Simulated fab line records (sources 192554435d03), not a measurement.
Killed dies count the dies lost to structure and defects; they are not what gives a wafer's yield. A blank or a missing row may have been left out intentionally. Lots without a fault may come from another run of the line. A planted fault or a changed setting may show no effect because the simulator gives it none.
Chamber matching ; flow n5 finfet ; 4 sister chambers for N5_BEOL_M14_STRIP_37 on rie diel-04
The step strips in O2. 20 wafers are shown with their chamber, then 10 later ones without.

WAFERS, EACH WITH ITS CHAMBER
wafer;chamber;showerhead plenum p Torr (Torr);drypump motor current A (A);oes product au (a.u.)
L074.1;1;2.07;5.6;0.67
L074.2;3;1.98;5.6;0.72
L074.3;2;2.22;6.6;0.88
L078.1;1;2.06;5.6;0.67
L078.2;2;2.22;6.5;0.87
L078.3;3;1.98;5.6;0.71
L080.2;0;2.06;5.6;0.89
L080.5;3;1.98;5.6;0.70
L080.6;0;2.06;5.6;0.90
L082.2;2;2.21;6.5;0.86
L082.5;3;1.98;5.7;0.71
L082.6;2;2.22;6.5;0.87
L086.2;1;2.06;5.6;0.95
L086.5;1;2.06;5.6;0.93
L086.6;0;2.06;5.6;0.88
L089.1;3;1.97;5.6;0.70
L089.3;2;2.21;6.5;0.84
L089.6;3;1.97;5.6;0.69
L090.1;1;2.05;5.6;0.89
L090.3;2;2.21;6.5;0.85

SIGNATURES (averages over the wafers above)
reading;chamber 0;chamber 1;chamber 2;chamber 3;scatter within a chamber
showerhead plenum p Torr;2.0600;2.0600;2.2150;1.9767;0.0055
drypump motor current A;5.600;5.600;6.517;5.617;0.0323
oes product au;0.8900;0.8220;0.8617;0.7050;0.071
Rule: for a wafer and a chamber, the distance is found by dividing, reading by reading, the gap between the wafer's reading and the chamber's mean by the reading's scatter, squaring, summing and taking the root. If the next closest chamber is less than 2 further off than the closest, the wafer can't be placed; otherwise it belongs to the closest. The scatter: take each reading less its chamber's mean, square it, sum over the shown wafers, divide by the number of wafers less the number of chambers, and take the root.

WAFERS WHOSE CHAMBER IS MISSING
wafer;showerhead plenum p Torr (Torr);drypump motor current A (A);oes product au (a.u.)
L090.5;2.05;5.6;0.91
L091.1;2.21;6.5;0.83
L091.5;2.05;5.6;0.87
L091.6;2.05;5.6;0.92
L094.2;2.05;5.6;0.88
L094.4;2.21;6.5;0.83
L094.6;2.23;5.6;0.94
L093.1;2.05;5.6;0.90
L093.2;2.05;5.6;0.86
L093.4;2.21;6.5;0.84

THE CHAMBER EACH PASSED THROUGH
wafer;from the rows above;in truth
L090.5;can't be placed: 0 or 1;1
L091.1;2;2
L091.5;can't be placed: 0 or 1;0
L091.6;can't be placed: 0 or 1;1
L094.2;can't be placed: 0 or 1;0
L094.4;2;2
L094.6;2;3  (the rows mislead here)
L093.1;can't be placed: 0 or 1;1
L093.2;can't be placed: 0 or 1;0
L093.4;2;2
3 of 10 placed correctly. Not placeable from these rows: 6 (in 6, the candidates include the true chamber). Wrongly placed: 1.
